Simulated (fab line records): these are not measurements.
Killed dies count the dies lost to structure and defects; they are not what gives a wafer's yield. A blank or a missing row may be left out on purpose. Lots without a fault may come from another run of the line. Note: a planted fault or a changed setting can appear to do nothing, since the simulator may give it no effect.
Split-lot experiment ; flow n5 finfet ; 39 wafers read from 7 lots, route of 1938 steps

## THE SPLIT
At N5_DUMMY_GATE_CVD_03 (deposits a-Si from SiH4, target thk 150 nm, time 8042 s), the setting temp c was moved away from the recipe's 530 C on 24 of the 39 wafers read, by -3.9% to +4.1%. All remaining wafers had this setting at the recipe value.

Reading taken at the split's own step.

## THE READING
a-Si_of_DUMMY_GATE_CVD_03.thk nm (the simulator's own value, which no gauge read), in nm, at N5_DUMMY_GATE_CVD_03 (deposits a-Si from SiH4, target thk 150 nm, time 8042 s). The file does not state a usual value for it. The 15 wafers here that ran the recipe average 150.3 nm, standard deviation 1.1 nm.

wafer;tool, chamber at the split;temp c as run, C;against the recipe;a-Si_of_DUMMY_GATE_CVD_03.thk nm, nm;against lot-mates on the recipe
L076.1;-, -;515.5;-2.7%;99;no lot-mate on the recipe
L076.6;-, -;515.5;-2.7%;99;no lot-mate on the recipe
L076.2;-, -;515.5;-2.7%;100;no lot-mate on the recipe
L076.3;-, -;515.5;-2.7%;99.2;no lot-mate on the recipe
L076.4;-, -;515.5;-2.7%;100.4;no lot-mate on the recipe
L076.5;-, -;515.5;-2.7%;99.6;no lot-mate on the recipe
L078.1;-, -;530;recipe;150;-
L078.2;-, -;530;recipe;150.2;-
L078.3;-, -;530;recipe;150.8;-
L078.6;-, -;530;recipe;150.8;-
L078.4;-, -;530;recipe;149;-
L078.5;-, -;530;recipe;148.4;-
L079.1;-, -;530;recipe;150.6;-
L079.2;-, -;530;recipe;150.6;-
L079.3;-, -;530;recipe;151.2;-
L079.4;-, -;530;recipe;151.2;-
L079.5;-, -;530;recipe;152.2;-
L079.6;-, -;530;recipe;152.2;-
L080.1;-, -;551.9;+4.1%;273;no lot-mate on the recipe
L080.2;-, -;551.9;+4.1%;273.4;no lot-mate on the recipe
L080.3;-, -;551.9;+4.1%;274;no lot-mate on the recipe
L080.4;-, -;551.9;+4.1%;272.6;no lot-mate on the recipe
L080.5;-, -;551.9;+4.1%;273.8;no lot-mate on the recipe
L080.6;-, -;551.9;+4.1%;272.4;no lot-mate on the recipe
L081.3;lpcvd-01, 0/25;530;recipe;150;-
L081.4;lpcvd-01, 0/29;530;recipe;149;-
L081.5;lpcvd-01, 0/34;530;recipe;148.8;-
L084.1;-, -;517;-2.5%;102.6;no lot-mate on the recipe
L084.2;-, -;517;-2.5%;103.8;no lot-mate on the recipe
L084.4;-, -;517;-2.5%;103.8;no lot-mate on the recipe
L084.6;-, -;517;-2.5%;103.8;no lot-mate on the recipe
L084.3;-, -;517;-2.5%;103;no lot-mate on the recipe
L084.5;-, -;517;-2.5%;102.8;no lot-mate on the recipe
L088.1;-, -;509.1;-3.9%;81.8;no lot-mate on the recipe
L088.5;-, -;509.1;-3.9%;81.8;no lot-mate on the recipe
L088.2;-, -;509.1;-3.9%;82;no lot-mate on the recipe
L088.3;-, -;509.1;-3.9%;82.4;no lot-mate on the recipe
L088.4;-, -;509.1;-3.9%;82.4;no lot-mate on the recipe
L088.6;-, -;509.1;-3.9%;82.2;no lot-mate on the recipe

THE FIT
A straight line over all 39 wafers: a-Si_of_DUMMY_GATE_CVD_03.thk nm changes by +23.6 nm for each +1% of temp c; r = +0.99; the points scatter about the line by 11 nm.
Too few moved wafers have a lot-mate on the recipe to fit a line with each lot's own level taken away.

## FILE'S OWN FIT
a-Si_of_DUMMY_GATE_CVD_03.thk nm changes by +23.6 nm for each +1% of temp c, r = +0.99.
